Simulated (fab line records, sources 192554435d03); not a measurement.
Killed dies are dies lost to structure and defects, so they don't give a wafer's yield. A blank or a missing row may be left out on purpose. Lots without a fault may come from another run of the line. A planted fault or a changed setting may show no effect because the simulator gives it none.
Chamber matching | flow n5_finfet | N5_BEOL_M1_PRE_CLEAN_60 on cvd_co-02: 3 sister chambers
The step time 15 s. 27 wafers are shown with their chamber, then 12 later ones without.

WAFERS WITH THEIR CHAMBER
wafer  | chamber | heater_power_w (W) | rf_fwd_power_W (W)
L076.1 | 1       | 75                 | 297.3
L076.3 | 2       | 91                 | 295.5
L076.5 | 1       | 78                 | 297.8
L075.3 | 2       | 92                 | 296.2
L075.5 | 1       | 73                 | 297.8
L075.6 | 2       | 87                 | 295.6
L078.1 | 2       | 90                 | 295.3
L078.4 | 0       | 62                 | 296.3
L078.5 | 2       | 88                 | 295.1
L083.1 | 1       | 76                 | 296.1
L083.2 | 2       | 89                 | 297.4
L083.5 | 2       | 86                 | 296.9
L081.1 | 2       | 90                 | 296.4
L081.2 | 1       | 75                 | 298.6
L081.5 | 0       | 64                 | 298.1
L087.3 | 2       | 88                 | 296.4
L087.5 | 1       | 75                 | 298.8
L087.6 | 0       | 63                 | 298.1
L090.1 | 2       | 90                 | 297.3
L090.4 | 0       | 63                 | 297.1
L090.5 | 2       | 91                 | 296.9
L088.1 | 0       | 61                 | 299.3
L088.2 | 2       | 90                 | 295.7
L088.3 | 1       | 76                 | 297.7
L091.1 | 2       | 88                 | 296.9
L091.4 | 2       | 89                 | 296.7
L091.5 | 1       | 77                 | 296.6

SIGNATURES (means of the wafers above)
reading        | chamber 0 | chamber 1 | chamber 2 | scatter within a chamber
heater_power_w | 62.60     | 75.62     | 89.21     | 1.55
rf_fwd_power_W | 297.780   | 297.588   | 296.307   | 0.877
Rule: a wafer's distance from a chamber is the root of the sum, over the readings, of the square of ((its reading less the chamber's mean) divided by the reading's scatter). The wafer belongs to the nearest chamber; if the next one is less than 2 further off, it can't be placed. The scatter: the root of (the sum of the squares of (reading less its chamber's mean) over the shown wafers, divided by (wafers less chambers)).

WAFERS WITHOUT THEIR CHAMBER
wafer  | heater_power_w (W) | rf_fwd_power_W (W)
L093.1 | 62                 | 297.0
L093.4 | 89                 | 295.9
L093.6 | 63                 | 296.2
L096.1 | 87                 | 297.5
L096.3 | 64                 | 297.5
L096.5 | 76                 | 299.3
L094.1 | 77                 | 298.1
L094.5 | 63                 | 298.5
L094.6 | 90                 | 296.6
L097.2 | 78                 | 297.2
L097.4 | 63                 | 297.9
L097.6 | 92                 | 297.1

WHICH CHAMBER EACH WENT THROUGH
wafer  | from the rows above | in truth
L093.1 | 0                   | 0
L093.4 | 2                   | 2
L093.6 | 0                   | 0
L096.1 | 2                   | 2
L096.3 | 0                   | 0
L096.5 | 1                   | 1
L094.1 | 1                   | 1
L094.5 | 0                   | 0
L094.6 | 2                   | 2
L097.2 | 1                   | 1
L097.4 | 0                   | 0
L097.6 | 2                   | 2
Placed correctly: 12 of 12. Can't be placed from these rows: 0. Placed wrongly: 0.
